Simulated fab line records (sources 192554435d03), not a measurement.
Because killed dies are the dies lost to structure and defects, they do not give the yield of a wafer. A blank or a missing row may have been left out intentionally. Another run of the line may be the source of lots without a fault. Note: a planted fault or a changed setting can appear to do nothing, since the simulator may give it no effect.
fab line records ; flow n5-finfet
record: lots: 4; wafers: 12; last-day: 16
route steps=1938 shown BEOL_M4@1099 BEOL_M5@1112 BEOL_M15@1822 PASSIVATION@1936
lots untouched by any fault: they come from a run of this same line in which no faults occurred
start-h: start of the lot's first displayed wafer, in hours after the record's first day ; wait-h: time in hours since the lot's previous step ; " repeats the value in the row above ; L1.1+2: one row covering several wafers at once ; - no value, or no start given ; * or withheld: withheld ; < > ~ a bound
route shown NAME@n: names a module that has steps shown in the file, with the first one's number in the route ; usual: the fault-free wafers' mean and standard deviation ; same: alike in all rows ; chamber/n: place in a boat ; sites: readings site by site ; _std_site: the standard deviation of these ; _edge_site: inner sites' mean taken away from outer sites' mean ; radius-mm: for every site, how far away it sits from the centre of the wafer ; mask NAME#n: copy n ; behind: the tool/chamber that last shaped the wafer ; hold: why the lot went on hold/how many hours it stayed there/how the hold came to an end ; device: whichever transistor did not switch (one of n, p or np) ; end of line: tests run on the same wafers once the route is complete ; where a step has no rows: the recipe by itself ; killed: at the first sort, the dies lost to defects and structure; wafer yield is something else ; map: dies across one wafer; x = killed, . = not, _ = none there
set.NAME: setting as actually run; set.NAME@STEP: the setting as run at that earlier step ; model.NAME: the simulator's own value behind a step, which no gauge read
lots at some steps of the route; a table a step, a row a wafer
services: the hour from which a tool's chamber was out of use, counted from the record's first day as start-h (under 0 if before that day), plus the number of hours and why
== steps ==
step: N5_BEOL_M4_ANNEAL_95
recipe: temp-c: 400; time-s: 240; ambient: vacuum
step: N5_BEOL_M4_SPUTTER_96
recipe: material: Cu; target-thk-a: 45; temp-c: -20; chamber-pressure-pa: 0.07; power-w: withheld; time-s: 8.29
step: N5_BEOL_M4_ECD_50
recipe: material: Cu; target-thk-a: 3000
step: N5_BEOL_M4_ANNEAL_51
recipe: temp-c: 225; time-s: 90; ambient: N2
step: N5_BEOL_M4_CMP_52
recipe: stop-on: SiOC; t-overpolish-s: 6.8; down-force-psi: 1; platen-rpm: 50; clearing-platen-down-force-psi: 1.5; clearing-platen-rpm: 50; post-cmp-clean: cu-alkaline; target-thk-nm: 40; clearing-platen-pad-velocity-m-s: 0.99484; pad-velocity-m-s: 0.99484
step: N5_BEOL_M4_PRE_CLEAN_60
recipe: gas: NH3/H2; time-s: 15; temp-c: *; rf-power-w: 300
step: N5_BEOL_M4_CO_CAP_55
recipe: material: Co; target-thk-a: 20; temp-c: 200; precursor: CCTBA/H2; pressure-torr: 30; time-s: 102.1
step: N5_BEOL_M4_PRE_CLEAN_56
recipe: gas: NH3; time-s: 15; temp-c: withheld; rf-power-w: 300
step: N5_BEOL_M4_DEP_57
recipe: material: SiCN; target-thk-a: 80; temp-c: withheld; precursor: 3MS/NH3; pressure-torr: 3; rf-w: 202; time-s: 14
step: N5_BEOL_M4_RC_MEAS_101
usual: DIBL_N: 36.4/1.3; DIBL_P: 36.5/1.7; IOFF_N: 0.154/0.022; IOFF_P: 0.202/0.025; ION_N: 671/9.8; ION_P: 460/6.8; SS_N: 71.6/0.54; SS_P: 73.4/0.58; VT_N: 250.9/2.8; VT_P: -251.4/2.7
lot.wafer;tool;chamber;start-h;wait-h;DIBL_N[mV/V];DIBL_P[mV/V];IOFF_N[nA/um];IOFF_P[nA/um];ION_N[uA/um];ION_P[uA/um];SS_N[mV/dec];SS_P[mV/dec];VT_N[mV];VT_P[mV]
L954.2;prober-02;0;220.21;0.2;35.4;34.7;0.159;0.178;672;452;71.6;72.9;248.4;-255.8
L954.4;prober-02;0;220.21;0.2;33.8;32.9;0.127;0.165;652;446;70.9;73.0;254.4;-255.9
L954.6;prober-02;0;220.21;0.2;37.1;37.2;0.187;0.216;674;457;72.1;73.8;248.1;-253.4
L957.1;prober-01;0;220.71;0.0;35.5;34.0;0.128;0.193;665;465;71.0;72.4;253.5;-250.1
L957.4;prober-01;0;220.71;0.0;36.4;35.6;0.153;0.212;674;466;71.6;73.0;248.7;-251.0
L957.5;prober-01;0;220.71;0.0;35.0;33.7;0.125;0.180;675;466;70.8;72.0;253.2;-252.8
L966.2;prober-01;0;282.76;0.2;35.4;35.1;0.130;0.238;659;465;71.1;73.4;252.3;-246.2
L966.4;prober-01;0;282.76;0.2;36.8;36.0;0.153;0.235;660;459;71.4;73.9;254.5;-247.9
L966.5;prober-01;0;282.76;0.2;35.5;34.1;0.123;0.204;652;460;70.8;73.4;254.2;-250.5
L967.1;prober-01;0;295.71;0.0;37.2;37.3;0.181;0.229;686;466;71.5;74.3;246.2;-252.0
L967.4;prober-01;0;295.71;0.0;37.4;36.9;0.176;0.230;676;461;72.2;74.3;249.3;-249.1
L967.6;prober-01;0;295.71;0.0;37.0;36.0;0.167;0.210;672;453;71.8;73.7;251.2;-250.0
step: N5_BEOL_M5_ILD_DEP_00
recipe: material: SiCOH_lowk; target-thk-a: 1406.4; temp-c: 300; precursor: DEMS/porogen; pressure-torr: 5; rf-w: 500; time-s: 25.9
step: N5_BEOL_M5_CURE_79
recipe: temp-c: 385; time-s: 240; ambient: He/Ar; material: SiCOH_lowk
step: N5_BEOL_M5_PECVD_70
recipe: material: SiO2; target-thk-a: 160; temp-c: 400; precursor: TEOS/O2; pressure-torr: 5.5; rf-w: 450; teos-flow-sccm: 53.8; gas: O2; flow-sccm: 3000; time-s: 18
step: N5_BEOL_M5_HM_DEP_02
recipe: material: TiN; target-thk-a: 200; temp-c: 25; chamber-pressure-pa: 0.49996
step: N5_BEOL_M5_COAT_59
recipe: resist: SOC; temp-c: 250; time-s: 60; spin-rpm: 1500; resist-thk-nm: 60
step: N5_BEOL_M5_COAT_60
recipe: resist: SiARC; temp-c: 220; time-s: 60; spin-rpm: 1500; resist-thk-nm: 12
step: N5_BEOL_M5_COAT_71
recipe: resist: underlayer; temp-c: 205; time-s: 60; spin-rpm: 1500; resist-thk-nm: 5
step: N5_BEOL_M5_COAT_05
recipe: resist: CAR-EUV; spin-rpm: 1500; resist-thk-nm: 30
step: N5_BEOL_M5_EBR_07
recipe: solvent: PGMEA; ebr-width-mm: 1.5
step: N5_BEOL_M5_SOFTBAKE_06
recipe: temp-c: 110; time-s: 60; resist: CAR-EUV
step: N5_BEOL_M5_EXPOSE_08
recipe: mask-id: M5; na: 0.33; source-shape: annular; sigma-inner: 0.4; sigma-outer: 0.8; polarization: unpolarized; target-cd-nm: 28; dose-mj: 35.75
step: N5_BEOL_M5_PEB_09
recipe: peb-temp-c: 100; peb-time-s: 60; resist: CAR-EUV
step: N5_BEOL_M5_DEVELOP_10
recipe: develop-time-s: 30; developer: TMAH; resist: CAR-EUV; rinse-liquid: surfactant-rinse; dry: air-spin; dev-temp-c: 23
step: N5_BEOL_M5_DESCUM_16
recipe: chemistry: O2; time-s: 7; source-power-w: 50; bias-power-w: 20; pressure-mtorr: 20; rf-frequency-hz: 2.712e+07; temp-c: 40; resist: CAR-EUV; o2-flow-sccm: 225
step: N5_BEOL_M5_ETCH_72
recipe: chemistry: N2/H2; target: underlayer; target-depth-a: 65; mask-material: CAR-EUV; time-s: 5.2; ion-energy-ev: 200; pressure-mtorr: 30; source-w: 840; bias-w: 150; n2-flow-sccm: 200; h2-flow-sccm: 200; ends: cleared
step: N5_BEOL_M5_ETCH_61
recipe: chemistry: CF4; target: SiARC; target-depth-a: 156; mask-material: CAR-EUV; time-s: 26; ion-energy-ev: 80; pressure-mtorr: 40; source-w: 545; bias-w: 36; Ar_flow_sccm: 100; cf4-flow-sccm: 100; ends: cleared
step: N5_BEOL_M5_ETCH_62
recipe: chemistry: N2/H2; target: SOC; target-depth-a: 750; overetch-a: 150; mask-material: SiARC; temp-c: 40; time-s: 112.5; ion-energy-ev: 200; pressure-mtorr: 30; source-w: 840; bias-w: 150; n2-flow-sccm: 200; h2-flow-sccm: 200
step: N5_BEOL_M5_STRIP_63
recipe: chemistry: N2/H2; temp-c: 40; n2-flow-sccm: 200; h2-flow-sccm: 200; rf-frequency-hz: 6e+07
step: N5_BEOL_M5_STRIP_73
recipe: chemistry: N2/H2; temp-c: 40; n2-flow-sccm: 200; h2-flow-sccm: 200; rf-frequency-hz: 6e+07
step: N5_BEOL_M5_STRIP_64
recipe: chemistry: CF4; resist: SiARC; power-w: 300; bias-power-w: 75; pressure-mtorr: 50; cf4-flow-sccm: 150; rf-frequency-hz: 6e+07
step: N5_BEOL_M5_HM_OPEN_17
recipe: chemistry: Cl2/BCl3; target-depth-a: 200; overetch-a: 60; target: TiN; mask-material: SOC; ion-energy-ev: 150; pressure-mtorr: 10; icp-w: 1000; bias-w: 126; Cl2_flow_sccm: 53.25; bcl3-flow-sccm: 21.75; Ar_flow_sccm: 25
step: N5_BEOL_M5_STRIP_19
recipe: chemistry: O2; power-w: 400; temp-c: 40; pressure-mtorr: 30; rf-frequency-hz: 6e+07; bias-power-w: 0; overash-fraction: 0.2; o2-flow-sccm: 225
step: N5_BEOL_M5_COAT_65
recipe: resist: SOC; temp-c: 250; time-s: 60; spin-rpm: 1500; resist-thk-nm: 60
step: N5_BEOL_M5_COAT_66
recipe: resist: SiARC; temp-c: 220; time-s: 60; spin-rpm: 1500; resist-thk-nm: 12
step: N5_BEOL_M15_ECD_47
recipe: material: Cu; target-thk-a: 18600
lot.wafer;tool;chamber;start-h;wait-h
L957.1+4+5;ecd-cu-01;0,1,1;315.99;0.1
L954.2+4+6;ecd-cu-02;0,0,1;316.19;0.3
L966.2+4+5;ecd-cu-02;0,1,0;369.95;0.1
L967.1+4+6;ecd-cu-01;0,1,0;377.56;0.1
step: N5_BEOL_M15_THK_MEAS_50
recipe: thk-meas-gauge: xrf; reads: Cu_of_BEOL_M15_ECD_47
usual: M15_THK: 857/15
lot.wafer;tool;chamber;start-h;wait-h;M15_THK[nm]
L957.1;film-metro-01;-;316.98;-;-
L957.4;film-metro-01;-;316.98;-;-
L957.5;film-metro-01;-;316.98;-;-
L954.2;film-metro-02;-;317.71;-;-
L954.4;film-metro-02;-;317.71;-;-
L954.6;film-metro-02;-;317.71;-;-
L966.2;film-metro-01;-;371.05;-;842
L966.4;film-metro-01;-;371.05;-;871
L966.5;film-metro-01;-;371.05;-;850
L967.1;film-metro-02;-;378.39;-;869
L967.4;film-metro-02;-;378.39;-;848
L967.6;film-metro-02;-;378.39;-;870
step: N5_BEOL_M15_RS_MEAS_54
recipe: thk-meas-gauge: four-point-probe; reads: Cu_of_BEOL_M15_ECD_47+Ta_of_BEOL_M15_SPUTTER_44+TaN_of_BEOL_M15_SPUTTER_43
usual: M15_RS: 0.0214/0.00034
lot.wafer;tool;chamber;start-h;wait-h;M15_RS[ohm/sq]
L957.1;film-metro-02;-;317.11;0.0;33.028
L957.4;film-metro-02;-;317.11;0.0;32.489
L957.5;film-metro-02;-;317.11;0.0;32.498
L954.2;film-metro-02;-;317.84;0.1;31.695
L954.4;film-metro-02;-;317.84;0.1;31.754
L954.6;film-metro-02;-;317.84;0.1;31.448
L966.2;film-metro-02;-;371.18;0.1;0.0220
L966.4;film-metro-02;-;371.18;0.1;0.0212
L966.5;film-metro-02;-;371.18;0.1;0.0218
L967.1;film-metro-02;-;378.52;0.0;0.0209
L967.4;film-metro-02;-;378.52;0.0;0.0216
L967.6;film-metro-02;-;378.52;0.0;0.0209
step: N5_PASSIVATION_PROBE_49
usual: defect-limited-yield: 91.1/1.3; killed_at_M0_to_M3: 34/10; killed_at_M4_up: 14/5.7; killed-at-contacts: 12/5.9; killed-at-front-end: 41/12; killed-at-other: 4/3.1; killed-dies: 105/15; killed-on-rim: 14/4.2; killed-open: 69/11; killed-short: 35/7.8; sort_bin_5_function: 5.3/0.81; sort_bin_6_memory: 3.3/0.75; sort-n-pass: 1075/15; sort-yield-pct: 91.1/1.3
same: gross-dies: 1180; killed-at-back-side: 0; sort_bin_4_leakage[%]: 0; sort_bin_8_speed[%]: 0
lot.wafer;tool;chamber;start-h;wait-h;defect-limited-yield[%];killed_at_M0_to_M3;killed_at_M4_up;killed-at-contacts;killed-at-front-end;killed-at-other;killed-dies;killed-on-rim;killed-open;killed-short;sort_bin_5_function[%];sort_bin_6_memory[%];sort-n-pass;sort-yield-pct[%]
L957.1;prober-02;-;336.14;0.0;0;39;1057;9;66;9;1180;152;83;44;95.2;4.2;0;0
L957.4;prober-02;-;336.29;0.2;0;28;1079;12;57;4;1180;152;61;42;95.9;3.7;0;0
L957.5;prober-02;-;336.34;0.2;0;23;1084;11;57;5;1180;152;66;42;97.5;1.9;0;0
L954.2;prober-01;-;336.55;0.1;0;29;1086;24;38;3;1180;152;82;30;96.4;3.2;0;0
L954.4;prober-01;-;336.65;0.2;0;38;1076;11;55;0;1180;152;68;50;95.9;3.7;0;0
L954.6;prober-01;-;336.75;0.3;0;44;1085;23;28;0;1180;152;76;33;95.6;4.2;0;0
killed by level:class
L957.1 BEOL_M15:area-ecd=1053 FIN_SAQP:geometric-particle:short=20 FIN_SAQP:geometric-particle:open=17 BEOL_M1:geometric-particle:open=13 STI_FIN_REVEAL:geometric-particle:open=10 MOL_CONTACT_COAG:geometric-particle:open=8 BEOL_M3:geometric-particle:open=6 GATE_CUT:geometric-particle:open=4
L957.4 BEOL_M15:area-ecd=1075 FIN_SAQP:geometric-particle:open=17 FIN_SAQP:geometric-particle:short=15 MOL_CONTACT_COAG:geometric-particle:open=8 BEOL_M1:geometric-particle:open=7 BEOL_M2:geometric-particle:open=4 DUMMY_GATE:geometric-particle:open=4 SPACER0:geometric-particle:short=4
L957.5 BEOL_M15:area-ecd=1071 FIN_SAQP:geometric-particle:short=12 FIN_SAQP:geometric-particle:open=10 STI_FIN_REVEAL:geometric-particle:open=9 MOL_CONTACT_COAG:geometric-particle:open=9 STI_FIN_REVEAL:geometric-particle:short=6 BEOL_M1:geometric-particle:open=6 GATE_CUT:geometric-particle:short=5
L954.2 BEOL_M15:area-ecd=1068 MOL_CONTACT_COAG:geometric-particle:open=21 FIN_SAQP:geometric-particle:open=11 BEOL_M3:geometric-particle:open=11 BEOL_M4:geometric-particle:open=10 BEOL_M0_SAQP:geometric-particle:open=7 FIN_SAQP:geometric-particle:short=6 DUMMY_GATE:geometric-particle:open=6
L954.4 BEOL_M15:area-ecd=1062 FIN_SAQP:geometric-particle:short=18 STI_FIN_REVEAL:geometric-particle:open=10 FIN_SAQP:geometric-particle:open=9 DUMMY_GATE:geometric-particle:open=7 MOL_CONTACT_COAG:geometric-particle:open=7 BEOL_M2:geometric-particle:open=7 BEOL_M4:geometric-particle:open=7
L954.6 BEOL_M15:area-ecd=1071 MOL_CONTACT_COAG:geometric-particle:open=23 BEOL_M0_SAQP:geometric-particle:short=10 BEOL_M0_SAQP:geometric-particle:open=9 STI_FIN_REVEAL:geometric-particle:open=7 BEOL_M3:geometric-particle:open=7 BEOL_M1:geometric-particle:open=5 BEOL_M2:geometric-particle:open=5
map L954.2 (x killed, . not)
_________________xxxxxxxxxxxx________________
______________xxxxxxxxxxxxxxxxxx_____________
___________xxxxxxxxxxxxxxxxxxxxxxxx__________
__________xxxxxxxxxxxxxxxxxxxxxxxxxx_________
________xxxxxxxxxxxxxxxxxxxxxxxxxxxxxx_______
_______xxxxxxxxxxxxxxxxxxxxxxxxxxxxxxxx______
______xxxxxxxxxxxxxxxxxxxxxxxxxxxxxxxxxx_____
_____xxxxxxxxxxxxxxxxxxxxxxxxxxxxxxxxxxxx____
____xxxxxxxxxxxxxxxxxxxxxxxxxxxxxxxxxxxxxx___
___xxxxxxxxxxxxxxxxxxxxxxxxxxxxxxxxxxxxxxxx__
___xxxxxxxxxxxxxxxxxxxxxxxxxxxxxxxxxxxxxxxx__
__xxxxxxxxxxxxxxxxxxxxxxxxxxxxxxxxxxxxxxxxxx_
__xxxxxxxxxxxxxxxxxxxxxxxxxxxxxxxxxxxxxxxxxx_
_xxxxxxxxxxxxxxxxxxxxxxxxxxxxxxxxxxxxxxxxxxxx
_xxxxxxxxxxxxxxxxxxxxxxxxxxxxxxxxxxxxxxxxxxxx
_xxxxxxxxxxxxxxxxxxxxxxxxxxxxxxxxxxxxxxxxxxxx
_xxxxxxxxxxxxxxxxxxxxxxxxxxxxxxxxxxxxxxxxxxxx
_xxxxxxxxxxxxxxxxxxxxxxxxxxxxxxxxxxxxxxxxxxxx
_xxxxxxxxxxxxxxxxxxxxxxxxxxxxxxxxxxxxxxxxxxxx
_xxxxxxxxxxxxxxxxxxxxxxxxxxxxxxxxxxxxxxxxxxxx
_xxxxxxxxxxxxxxxxxxxxxxxxxxxxxxxxxxxxxxxxxxxx
__xxxxxxxxxxxxxxxxxxxxxxxxxxxxxxxxxxxxxxxxxx_
__xxxxxxxxxxxxxxxxxxxxxxxxxxxxxxxxxxxxxxxxxx_
___xxxxxxxxxxxxxxxxxxxxxxxxxxxxxxxxxxxxxxxx__
___xxxxxxxxxxxxxxxxxxxxxxxxxxxxxxxxxxxxxxxx__
____xxxxxxxxxxxxxxxxxxxxxxxxxxxxxxxxxxxxxx___
_____xxxxxxxxxxxxxxxxxxxxxxxxxxxxxxxxxxxx____
______xxxxxxxxxxxxxxxxxxxxxxxxxxxxxxxxxx_____
_______xxxxxxxxxxxxxxxxxxxxxxxxxxxxxxxx______
________xxxxxxxxxxxxxxxxxxxxxxxxxxxxxx_______
__________xxxxxxxxxxxxxxxxxxxxxxxxxx_________
___________xxxxxxxxxxxxxxxxxxxxxxxx__________
______________xxxxxxxxxxxxxxxxxx_____________
_________________xxxxxxxxxxxx________________
map L957.1 (x killed, . not)
_________________xxxxxxxxxxxx________________
______________xxxxxxxxxxxxxxxxxx_____________
___________xxxxxxxxxxxxxxxxxxxxxxxx__________
__________xxxxxxxxxxxxxxxxxxxxxxxxxx_________
________xxxxxxxxxxxxxxxxxxxxxxxxxxxxxx_______
_______xxxxxxxxxxxxxxxxxxxxxxxxxxxxxxxx______
______xxxxxxxxxxxxxxxxxxxxxxxxxxxxxxxxxx_____
_____xxxxxxxxxxxxxxxxxxxxxxxxxxxxxxxxxxxx____
____xxxxxxxxxxxxxxxxxxxxxxxxxxxxxxxxxxxxxx___
___xxxxxxxxxxxxxxxxxxxxxxxxxxxxxxxxxxxxxxxx__
___xxxxxxxxxxxxxxxxxxxxxxxxxxxxxxxxxxxxxxxx__
__xxxxxxxxxxxxxxxxxxxxxxxxxxxxxxxxxxxxxxxxxx_
__xxxxxxxxxxxxxxxxxxxxxxxxxxxxxxxxxxxxxxxxxx_
_xxxxxxxxxxxxxxxxxxxxxxxxxxxxxxxxxxxxxxxxxxxx
_xxxxxxxxxxxxxxxxxxxxxxxxxxxxxxxxxxxxxxxxxxxx
_xxxxxxxxxxxxxxxxxxxxxxxxxxxxxxxxxxxxxxxxxxxx
_xxxxxxxxxxxxxxxxxxxxxxxxxxxxxxxxxxxxxxxxxxxx
_xxxxxxxxxxxxxxxxxxxxxxxxxxxxxxxxxxxxxxxxxxxx
_xxxxxxxxxxxxxxxxxxxxxxxxxxxxxxxxxxxxxxxxxxxx
_xxxxxxxxxxxxxxxxxxxxxxxxxxxxxxxxxxxxxxxxxxxx
_xxxxxxxxxxxxxxxxxxxxxxxxxxxxxxxxxxxxxxxxxxxx
__xxxxxxxxxxxxxxxxxxxxxxxxxxxxxxxxxxxxxxxxxx_
__xxxxxxxxxxxxxxxxxxxxxxxxxxxxxxxxxxxxxxxxxx_
___xxxxxxxxxxxxxxxxxxxxxxxxxxxxxxxxxxxxxxxx__
___xxxxxxxxxxxxxxxxxxxxxxxxxxxxxxxxxxxxxxxx__
____xxxxxxxxxxxxxxxxxxxxxxxxxxxxxxxxxxxxxx___
_____xxxxxxxxxxxxxxxxxxxxxxxxxxxxxxxxxxxx____
______xxxxxxxxxxxxxxxxxxxxxxxxxxxxxxxxxx_____
_______xxxxxxxxxxxxxxxxxxxxxxxxxxxxxxxx______
________xxxxxxxxxxxxxxxxxxxxxxxxxxxxxx_______
__________xxxxxxxxxxxxxxxxxxxxxxxxxx_________
___________xxxxxxxxxxxxxxxxxxxxxxxx__________
______________xxxxxxxxxxxxxxxxxx_____________
_________________xxxxxxxxxxxx________________
== services ==
tool;chamber;start-h;hours;kind
ecd-cu-02;-;296.65;2.2;repair
== key ==
first-sign: step: N5_BEOL_M15_THK_MEAS_50; reading: M15_THK; direction: missing
effect: step: N5_BEOL_M15_RS_MEAS_54; reading: M15_RS; direction: up; sigmas: 99+; usual: 0.0214; struck: 32.152
effect: step: N5_PASSIVATION_PROBE_49; reading: killed_at_M4_up; direction: up; sigmas: 99+; usual: 14; struck: 1078
more-kills-born-at: N5_BEOL_M15_ECD_47@ecd-cu-02: 3201; N5_BEOL_M15_ECD_47@ecd-cu-01: 3199
met-at N5_BEOL_M15_ECD_47
struck-wafers L954.2,L954.4,L954.6,L957.1,L957.4,L957.5
later-rows-left-out L954.2,L954.4,L954.6,L957.1,L957.4,L957.5
fault: kind: skipped-step-whole; tool: ecd-cu-01,ecd-cu-02; chamber: -; onset-h: 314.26; steps: N5_BEOL_M15_ECD_47; scope: struck-lots-only
later-rows-left-out: the simulator's readings of these wafers behind a module that went badly wrong aren't trusted and aren't shown, but for the sort
